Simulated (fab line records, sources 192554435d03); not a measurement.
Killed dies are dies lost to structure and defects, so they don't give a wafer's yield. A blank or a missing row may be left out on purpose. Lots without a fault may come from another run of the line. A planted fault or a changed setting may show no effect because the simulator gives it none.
Chamber matching | flow n5_finfet | N5_BEOL_M5_ETCH_68 on rie_diel-01: 4 sister chambers
The step etches SOC in N2/H2, target depth 80 nm, overetch 16 nm, time 120 s. 8 wafers are shown with their chamber, then 9 later ones without.

WAFERS WITH THEIR CHAMBER
wafer  | chamber | showerhead_plenum_p_Torr (Torr) | drypump_motor_current_A (A)
L078.3 | 0       | 2.54                            | 5.7
L079.4 | 0       | 2.54                            | 5.7
L082.5 | 3       | 2.43                            | 6.4
L083.3 | 2       | 2.64                            | 5.5
L083.5 | 3       | 2.42                            | 6.4
L088.2 | 1       | 2.52                            | 6.1
L088.5 | 2       | 2.63                            | 5.5
L088.6 | 1       | 2.52                            | 6.0

WAFERS WITHOUT THEIR CHAMBER
wafer  | showerhead_plenum_p_Torr (Torr) | drypump_motor_current_A (A)
L092.4 | 2.63                            | 5.5
L092.5 | 2.52                            | 5.8
L092.6 | 2.52                            | 6.0
L090.2 | 2.52                            | 6.1
L090.3 | 2.52                            | 5.7
L090.4 | 2.52                            | 5.7
L095.1 | 2.62                            | 5.5
L095.4 | 2.51                            | 6.0
L095.5 | 2.63                            | 5.5

WHICH CHAMBER EACH WENT THROUGH
wafer  | from the rows above | in truth
L092.4 | 2                   | 2
L092.5 | 0                   | 0
L092.6 | 1                   | 1
L090.2 | 1                   | 1
L090.3 | 0                   | 0
L090.4 | 0                   | 0
L095.1 | 2                   | 2
L095.4 | 1                   | 1
L095.5 | 2                   | 2
Placed correctly: 9 of 9. Can't be placed from these rows: 0. Placed wrongly: 0.
How it was worked out, from the rows above alone: a wafer's distance from a chamber is the root of the sum, over the readings, of the square of ((its reading less the chamber's mean) divided by the reading's scatter). The wafer belongs to the nearest chamber; if the next one is less than 2 further off, it can't be placed. A chamber's mean is the mean of its shown wafers. The scatter: the root of (the sum of the squares of (reading less its chamber's mean) over the shown wafers, divided by (wafers less chambers)).
